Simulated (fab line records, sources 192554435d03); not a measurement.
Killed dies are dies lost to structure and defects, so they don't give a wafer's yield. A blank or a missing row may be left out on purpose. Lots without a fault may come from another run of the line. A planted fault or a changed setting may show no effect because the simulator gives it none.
Which tool did it? | flow n5_finfet | 14 lots, 41 wafers sampled, at 7 steps of a route of 1938

WHAT THE GAUGES READ, wafer by wafer
N5_FIN_SAQP_THK_MEAS_05. Usual: thk_nm 38.0 nm, standard deviation 0.5.
lot  | measured    | on            | thk_nm (nm)    | flag
L369 | day 1 21:17 | film_metro-02 | 38.1 38.7 38.3 |
L370 | day 2 03:05 | film_metro-01 | 37.5 37.7 38.2 |
L371 | day 2 09:34 | film_metro-02 | 36.9 37.5 38.3 |
L372 | day 2 16:16 | film_metro-01 | 38.5 38.4      |
L373 | day 2 21:18 | film_metro-01 | 37.3 38.1 38.7 |
L374 | day 3 03:50 | film_metro-01 | 37.8 37.9 38.2 |
L379 | day 4 09:13 | film_metro-02 | 37.9 38.6 38.8 |
L380 | day 4 18:10 | film_metro-01 | 35.5 37.8 38.0 |
L382 | day 5 03:41 | film_metro-02 | 35.5 37.8 38.1 |
L385 | day 5 21:03 | film_metro-02 | 37.0 37.2 37.8 |
L387 | day 6 09:50 | film_metro-02 | 37.6 37.3 38.0 |
L388 | day 6 15:16 | film_metro-01 | 37.6 38.1 38.0 |
L391 | day 7 08:41 | film_metro-01 | 37.4 37.6 38.4 |
L392 | day 7 14:48 | film_metro-02 | 37.8 37.8 38.3 |

N5_BEOL_M4_RC_MEAS_101. Usual: DIBL_N 36.0 mV/V, standard deviation 1.6; DIBL_P 35.8 mV/V, standard deviation 2; IOFF_N 0.152 nA/um, standard deviation 0.03; IOFF_P 0.20 nA/um, standard deviation 0.031; ION_N 670 uA/um, standard deviation 12; ION_P 459 uA/um, standard deviation 7.4; SS_N 71.5 mV/dec, standard deviation 0.56; SS_P 73.2 mV/dec, standard deviation 0.64; VT_N 251 mV, standard deviation 3.5; VT_P -252 mV, standard deviation 3.3.
lot  | measured     | on        | DIBL_N (mV/V)  | DIBL_P (mV/V)  | IOFF_N (nA/um)    | IOFF_P (nA/um) | ION_N (uA/um) | ION_P (uA/um) | SS_N (mV/dec)  | SS_P (mV/dec)  | VT_N (mV)   | VT_P (mV)      | flag
L369 | day 9 08:02  | prober-02 | 36.5 36.4 35.1 | 36.9 36.1 35.6 | 0.170 0.159 0.143 | 0.23 0.22 0.22 | 681 664 675   | 467 457 469   | 72.2 72.2 72.0 | 73.9 73.9 73.2 | 246 251 252 | -247 -246 -246 |
L370 | day 9 11:49  | prober-02 | 36.7 36.7 33.5 | 35.8 35.5 31.3 | 0.154 0.141 0.101 | 0.20 0.19 0.15 | 674 657 650   | 462 454 450   | 72.0 71.0 71.0 | 73.0 73.0 72.1 | 251 254 255 | -253 -254 -256 |
L371 | day 9 13:56  | prober-02 | 37.0 35.3 35.9 | 37.4 34.5 34.9 | 0.162 0.136 0.135 | 0.21 0.17 0.18 | 683 675 659   | 468 464 451   | 70.9 71.0 70.8 | 74.1 72.6 73.1 | 248 249 252 | -250 -253 -255 |
L372 | day 9 22:49  | prober-01 | 36.7 35.8      | 37.3 35.5      | 0.176 0.165       | 0.21 0.19      | 670 667       | 452 456       | 71.8 71.8      | 73.2 73.5      | 251 247     | -251 -254      |
L373 | day 10 03:13 | prober-01 | 37.4 35.9 37.2 | 36.7 35.6 37.0 | 0.151 0.125 0.155 | 0.20 0.18 0.20 | 674 656 680   | 461 455 463   | 71.8 71.3 72.1 | 73.6 73.2 73.6 | 253 255 250 | -252 -250 -253 |
L374 | day 10 22:27 | prober-01 | 33.6 36.9 34.7 | 34.2 38.5 35.2 | 0.113 0.172 0.136 | 0.19 0.26 0.21 | 644 676 673   | 456 473 473   | 71.4 71.7 71.2 | 72.4 73.6 72.9 | 255 248 253 | -247 -245 -248 |
L379 | day 11 12:44 | prober-02 | 35.8 35.1 36.3 | 35.9 35.9 36.2 | 0.134 0.132 0.141 | 0.17 0.18 0.17 | 677 669 662   | 452 467 451   | 71.8 71.2 71.6 | 72.7 72.4 73.2 | 252 252 253 | -258 -256 -258 |
L380 | day 12 11:36 | prober-01 | 36.4 38.6 37.3 | 35.4 38.0 37.2 | 0.125 0.185 0.154 | 0.18 0.22 0.21 | 646 681 669   | 447 456 456   | 71.9 72.4 72.3 | 72.8 73.0 73.1 | 260 249 253 | -257 -249 -252 |
L382 | day 11 22:16 | prober-02 | 38.1 36.2 37.5 | 39.5 37.3 38.8 | 0.182 0.152 0.176 | 0.22 0.19 0.21 | 678 668 679   | 456 456 458   | 71.8 71.5 72.1 | 73.7 73.2 73.5 | 249 251 249 | -252 -254 -252 |
L385 | day 13 13:57 | prober-01 | 37.7 34.9 34.7 | 38.1 35.4 34.2 | 0.196 0.150 0.131 | 0.22 0.18 0.16 | 686 691 664   | 459 471 449   | 71.2 71.1 70.7 | 73.9 72.9 72.5 | 244 247 250 | -251 -252 -255 |
L387 | day 13 06:11 | prober-02 | 35.6 35.3 36.1 | 35.8 35.7 35.7 | 0.151 0.146 0.150 | 0.20 0.20 0.20 | 687 674 673   | 469 461 459   | 71.3 70.9 71.2 | 73.7 73.4 72.6 | 250 248 249 | -250 -251 -249 |
L388 | day 14 05:24 | prober-02 | 35.8 33.6 34.9 | 34.9 31.3 33.4 | 0.155 0.109 0.135 | 0.19 0.14 0.17 | 680 653 674   | 462 449 463   | 71.8 71.5 71.9 | 72.8 73.0 72.8 | 249 257 250 | -252 -256 -253 |
L391 | day 15 06:46 | prober-01 | 35.3 35.7 37.0 | 36.1 36.1 37.1 | 0.156 0.171 0.177 | 0.23 0.22 0.23 | 681 677 676   | 467 468 465   | 71.0 71.2 71.9 | 73.7 74.0 74.4 | 248 249 251 | -249 -250 -250 |
L392 | day 15 11:20 | prober-02 | 34.3 31.8 33.2 | 34.4 30.1 32.1 | 0.129 0.087 0.113 | 0.17 0.11 0.14 | 655 632 658   | 454 435 449   | 70.4 71.7 71.2 | 72.7 71.6 72.2 | 250 259 255 | -253 -261 -258 |

WHICH TOOL RAN EACH LOT (tool, then ch and the chambers of the sampled wafers, then the start)
lot  | N5_PMOS_HMC_CHANNEL_EPI_DESCUM_14 | N5_FIN_SAQP_DENSIFY_62          | N5_FIN_SAQP_HM_DEP_03          | N5_FIN_SAQP_PECVD_48           | N5_FIN_SAQP_HM_OPEN_33
L369 | rie_diel-03 ch 0,1,3, day 1 17:55 | rtp_anneal-01 ch 0, day 1 21:02 | pecvd-01 ch 0,1,2, day 1 21:11 | pecvd-02 ch 1, day 1 21:29     | rie_diel-06 ch 0,1,2, day 2 02:17
L370 | rie_diel-01 ch 1,3, day 1 23:40   | rtp_anneal-01 ch 0, day 2 02:48 | pecvd-01 ch 1,2, day 2 03:00   | pecvd-02 ch 1,2, day 2 03:10   | rie_diel-05 ch 0,2, day 2 07:56
L371 | rie_diel-01 ch 0,1, day 2 05:23   | rtp_anneal-01 ch 0, day 2 09:16 | pecvd-02 ch 1,2, day 2 09:29   | pecvd-04 ch 0,2, day 2 09:39   | rie_diel-06 ch 0,3, day 2 14:16
L372 | rie_diel-01 ch 2, day 2 12:37     | rtp_anneal-01 ch 0, day 2 16:00 | pecvd-04 ch 1,2, day 2 16:11   | pecvd-02 ch 0, day 2 16:21     | rie_diel-06 ch 0,2, day 2 21:09
L373 | rie_diel-04 ch 0,1,3, day 2 17:37 | rtp_anneal-02 ch 0, day 2 20:58 | pecvd-01 ch 0,1, day 2 21:11   | pecvd-04 ch 0,2, day 2 21:23   | rie_diel-05 ch 0,1,2, day 3 01:47
L374 | rie_diel-01 ch 1,2, day 2 23:45   | rtp_anneal-01 ch 0, day 3 03:32 | pecvd-04 ch 0,1, day 3 03:45   | pecvd-01 ch 0, day 3 03:56     | rie_diel-05 ch 0,1, day 3 08:33
L379 | rie_diel-01 ch 2,3, day 4 05:37   | rtp_anneal-01 ch 0, day 4 08:55 | pecvd-01 ch 0,2, day 4 09:07   | pecvd-04 ch 0,2, day 4 09:17   | rie_diel-06 ch 0,1,3, day 4 13:50
L380 | rie_diel-04 ch 0,1,3, day 4 11:13 | rtp_anneal-01 ch 0, day 4 17:52 | pecvd-01 ch 1,2, day 4 18:05   | pecvd-02 ch 1,2, day 4 18:14   | rie_diel-05 ch 0,1,3, day 4 22:43
L382 | rie_diel-03 ch 2,3, day 4 23:26   | rtp_anneal-01 ch 0, day 5 03:23 | pecvd-01 ch 0,2, day 5 03:34   | pecvd-02 ch 1,2, day 5 03:46   | rie_diel-06 ch 0,1,2, day 5 08:59
L385 | rie_diel-03 ch 1,2,3, day 5 17:30 | rtp_anneal-02 ch 0, day 5 20:45 | pecvd-04 ch 0,1, day 5 20:58   | pecvd-01 ch 0,2, day 5 21:08   | rie_diel-06 ch 0,3, day 6 03:47
L387 | rie_diel-01 ch 0,1,2, day 6 06:04 | rtp_anneal-02 ch 0, day 6 09:34 | pecvd-02 ch 0,1,2, day 6 09:45 | pecvd-04 ch 0,1, day 6 09:55   | rie_diel-05 ch 0,1,2, day 6 14:26
L388 | rie_diel-04 ch 0,3, day 6 11:12   | rtp_anneal-02 ch 0, day 6 14:58 | pecvd-02 ch 0,2, day 6 15:11   | pecvd-04 ch 0,1, day 6 15:21   | rie_diel-05 ch 0,2, day 6 20:46
L391 | rie_diel-03 ch 0,2,3, day 7 05:13 | rtp_anneal-02 ch 0, day 7 08:23 | pecvd-02 ch 0,1, day 7 08:36   | pecvd-01 ch 0,1,2, day 7 08:46 | rie_diel-06 ch 0,2,3, day 7 13:11
L392 | rie_diel-04 ch 1,3, day 7 11:24   | rtp_anneal-02 ch 0, day 7 14:30 | pecvd-02 ch 0,2, day 7 14:43   | pecvd-04 ch 1,2, day 7 14:53   | rie_diel-05 ch 0,3, day 7 19:34
- N5_PMOS_HMC_CHANNEL_EPI_DESCUM_14: chemistry O2, time 7.9 s.
- N5_FIN_SAQP_DENSIFY_62: time 60 s.
- N5_FIN_SAQP_HM_DEP_03: deposits SiNx from SiH4/NH3/N2, target thk 38 nm, time 33.6 s.
- N5_FIN_SAQP_PECVD_48: deposits SiNx from SiH4/NH3/N2, target thk 25 nm, time 22.1 s.
- N5_FIN_SAQP_HM_OPEN_33: chemistry CH3F/O2, target SiNx, target depth 49.4 nm, time 70.6 s.

WHAT THE TOOLS THEMSELVES READ (means of the sampled wafers that have a number; where no wafer has one, the mark that the record gives instead)
N5_PMOS_HMC_CHANNEL_EPI_DESCUM_14. Usual: drypump_motor_current_A 5.8 A, standard deviation 0.5; oes_product_au 0.77 a.u., standard deviation 0.051; rf_vpp_V 243.4 V, standard deviation 1.4; showerhead_plenum_p_Torr 2.11 Torr, standard deviation 0.07; throttle_valve_pct 20.50 %, standard deviation 0.2.
lot  | tool        | drypump_motor_current_A (A) | oes_product_au (a.u.) | rf_vpp_V (V) | showerhead_plenum_p_Torr (Torr) | throttle_valve_pct (%) | flag
L369 | rie_diel-03 | 5.8                         | 0.82                  | 243.0        | 2.12                            | 20.59                  |
L370 | rie_diel-01 | 6.2                         | 0.76                  | 242.6        | 2.07                            | 20.40                  |
L371 | rie_diel-01 | 6.2                         | 0.73                  | 242.5        | 2.02                            | 20.43                  |
L372 | rie_diel-01 | 5.7                         | 0.81                  | 244.3        | 2.17                            | 20.43                  |
L373 | rie_diel-04 | 6.0                         | 0.78                  | 243.0        | 2.09                            | 20.43                  |
L374 | rie_diel-01 | 5.9                         | 0.78                  | 243.0        | 2.11                            | 20.45                  |
L379 | rie_diel-01 | 5.9                         | 0.78                  | 244.7        | 2.18                            | 20.37                  |
L380 | rie_diel-04 | 6.0                         | 0.77                  | 241.7        | 2.09                            | 20.44                  |
L382 | rie_diel-03 | 5.3                         | 0.82                  | 243.0        | 2.15                            | 20.68                  |
L385 | rie_diel-03 | 5.7                         | 0.81                  | 243.4        | 2.14                            | 20.64                  |
L387 | rie_diel-01 | 6.0                         | 0.73                  | 243.3        | 2.07                            | 20.43                  |
L388 | rie_diel-04 | 5.9                         | 0.75                  | 244.0        | 2.10                            | 20.40                  |
L391 | rie_diel-03 | 5.4                         | 0.79                  | 244.2        | 2.11                            | 20.68                  |
L392 | rie_diel-04 | 6.1                         | 0.79                  | 242.3        | 2.03                            | 20.62                  |

N5_FIN_SAQP_DENSIFY_62. Usual: lamp_power_pct 9.84 %, standard deviation 0.053; wafer_temp_C_max 703.3, standard deviation 0.7.
lot  | tool          | lamp_power_pct (%) | wafer_temp_C_max | flag
L369 | rtp_anneal-01 | 9.84               | 703.1            |
L370 | rtp_anneal-01 | 9.84               | 703.4            |
L371 | rtp_anneal-01 | 9.84               | 703.3            |
L372 | rtp_anneal-01 | 9.81               | 703.3            |
L373 | rtp_anneal-02 | 9.86               | 703.1            |
L374 | rtp_anneal-01 | 9.79               | 703.4            |
L379 | rtp_anneal-01 | 9.81               | 702.6            |
L380 | rtp_anneal-01 | 9.82               | 702.7            |
L382 | rtp_anneal-01 | 9.82               | 703.2            |
L385 | rtp_anneal-02 | 9.84               | 703.1            |
L387 | rtp_anneal-02 | 9.88               | 703.3            |
L388 | rtp_anneal-02 | 9.88               | 702.9            |
L391 | rtp_anneal-02 | 9.91               | 703.7            |
L392 | rtp_anneal-02 | 9.88               | 703.6            |

N5_FIN_SAQP_HM_DEP_03. Usual: heater_power_w 764 W, standard deviation 73; showerhead_plenum_p_Torr 5.14 Torr, standard deviation 0.073; throttle_valve_pct 41.2 %, standard deviation 2.5.
lot  | tool     | heater_power_w (W) | showerhead_plenum_p_Torr (Torr) | throttle_valve_pct (%) | flag
L369 | pecvd-01 | 784                | 5.14                            | 42.4                   |
L370 | pecvd-01 | 745                | 5.16                            | 42.4                   |
L371 | pecvd-02 | 812                | 5.13                            | 38.8                   |
L372 | pecvd-04 | 798                | 5.14                            | 39.2                   |
L373 | pecvd-01 | 825                | 5.18                            | 40.8                   |
L374 | pecvd-04 | 645                | 5.23                            | 41.8                   |
L379 | pecvd-01 | 775                | 5.06                            | 44.2                   |
L380 | pecvd-01 | 857                | 5.16                            | 42.3                   |
L382 | pecvd-01 | 709                | 5.10                            | 42.9                   |
L385 | pecvd-04 | 679                | 5.23                            | 42.5                   |
L387 | pecvd-02 | 747                | 5.13                            | 39.5                   |
L388 | pecvd-02 | 837                | 5.12                            | 38.9                   |
L391 | pecvd-02 | 825                | 5.12                            | 40.9                   |
L392 | pecvd-02 | 734                | 5.11                            | 40.2                   |

N5_FIN_SAQP_PECVD_48. Usual: heater_power_w 754 W, standard deviation 68; showerhead_plenum_p_Torr 5.14 Torr, standard deviation 0.071; throttle_valve_pct 40.7 %, standard deviation 2.3.
lot  | tool     | heater_power_w (W) | showerhead_plenum_p_Torr (Torr) | throttle_valve_pct (%) | flag
L369 | pecvd-02 | 699                | 5.13                            | 39.4                   |
L370 | pecvd-02 | 827                | 5.13                            | 38.0                   |
L371 | pecvd-04 | 677                | 5.16                            | 40.9                   |
L372 | pecvd-02 | 790                | 5.11                            | 41.8                   |
L373 | pecvd-04 | 673                | 5.17                            | 40.9                   |
L374 | pecvd-01 | 785                | 5.13                            | 41.5                   |
L379 | pecvd-04 | 823                | 5.10                            | 39.1                   |
L380 | pecvd-02 | 716                | 5.13                            | 38.0                   |
L382 | pecvd-02 | 737                | 5.14                            | 38.1                   |
L385 | pecvd-01 | 753                | 5.09                            | 43.0                   |
L387 | pecvd-04 | 661                | 5.22                            | 42.5                   |
L388 | pecvd-04 | 714                | 5.23                            | 42.5                   |
L391 | pecvd-01 | 756                | 5.14                            | 42.6                   |
L392 | pecvd-04 | 794                | 5.16                            | 40.1                   |

N5_FIN_SAQP_HM_OPEN_33. Usual: drypump_motor_current_A 5.7 A, standard deviation 0.39; etch_rf_on_time_s 69.7 s, standard deviation 1.3; oes_product_au 0.66 a.u., standard deviation 0.075; rf_vpp_V 297 V, standard deviation 5.1; showerhead_plenum_p_Torr 2.01 Torr, standard deviation 0.034; throttle_valve_pct 16.36 %, standard deviation 0.17.
lot  | tool        | drypump_motor_current_A (A) | etch_rf_on_time_s (s) | oes_product_au (a.u.) | rf_vpp_V (V) | showerhead_plenum_p_Torr (Torr) | throttle_valve_pct (%) | flag
L369 | rie_diel-06 | 5.9                         | 71.3                  | 0.59                  | 301          | 2.03                            | 16.47                  |
L370 | rie_diel-05 | 6.0                         | 69.9                  | 0.63                  | 299          | 2.01                            | 16.41                  |
L371 | rie_diel-06 | 5.8                         | 70.6                  | 0.60                  | 297          | 2.03                            | 16.47                  |
L372 | rie_diel-06 | 6.0                         | 71.2                  | 0.60                  | 304          | 2.02                            | 16.48                  |
L373 | rie_diel-05 | 5.7                         | 69.9                  | 0.64                  | 297          | 2.00                            | 16.41                  |
L374 | rie_diel-05 | 5.9                         | 69.0                  | 0.65                  | 297          | 2.00                            | 16.46                  |
L379 | rie_diel-06 | 5.8                         | 70.1                  | 0.75                  | 295          | 2.02                            | 16.16                  |
L380 | rie_diel-05 | 5.6                         | 67.6                  | 0.70                  | 295          | 2.01                            | 16.33                  |
L382 | rie_diel-06 | 5.9                         | 68.1                  | 0.72                  | 301          | 2.02                            | 16.19                  |
L385 | rie_diel-06 | 5.8                         | 68.0                  | 0.74                  | 297          | 2.02                            | 16.22                  |
L387 | rie_diel-05 | 5.7                         | 69.3                  | 0.62                  | 297          | 1.99                            | 16.46                  |
L388 | rie_diel-05 | 5.7                         | 71.2                  | 0.60                  | 298          | 1.99                            | 16.44                  |
L391 | rie_diel-06 | 6.0                         | 69.1                  | 0.67                  | 298          | 2.00                            | 16.34                  |
L392 | rie_diel-05 | 5.9                         | 68.8                  | 0.66                  | 296          | 2.01                            | 16.39                  |

THE ANSWER, worked out from the rows above alone
Rule: a lot is off if the mean of its wafers that have a number lies more than 3 standard deviations from the usual mean. A lot without any number at a reading at which 4 lots or more have one is off too. The other lots that the step has rows for count as sound. The gauges are gone through in route order, then the tools' own readings, and for those a lot's mean is taken as printed above. The first step at which some lot is off is used, and at that step the reading that is off furthest; a lot without a number counts as furthest.
No lot is off at any reading shown: from this, nothing can be told.

WHAT THE SIMULATOR HAD PUT IN
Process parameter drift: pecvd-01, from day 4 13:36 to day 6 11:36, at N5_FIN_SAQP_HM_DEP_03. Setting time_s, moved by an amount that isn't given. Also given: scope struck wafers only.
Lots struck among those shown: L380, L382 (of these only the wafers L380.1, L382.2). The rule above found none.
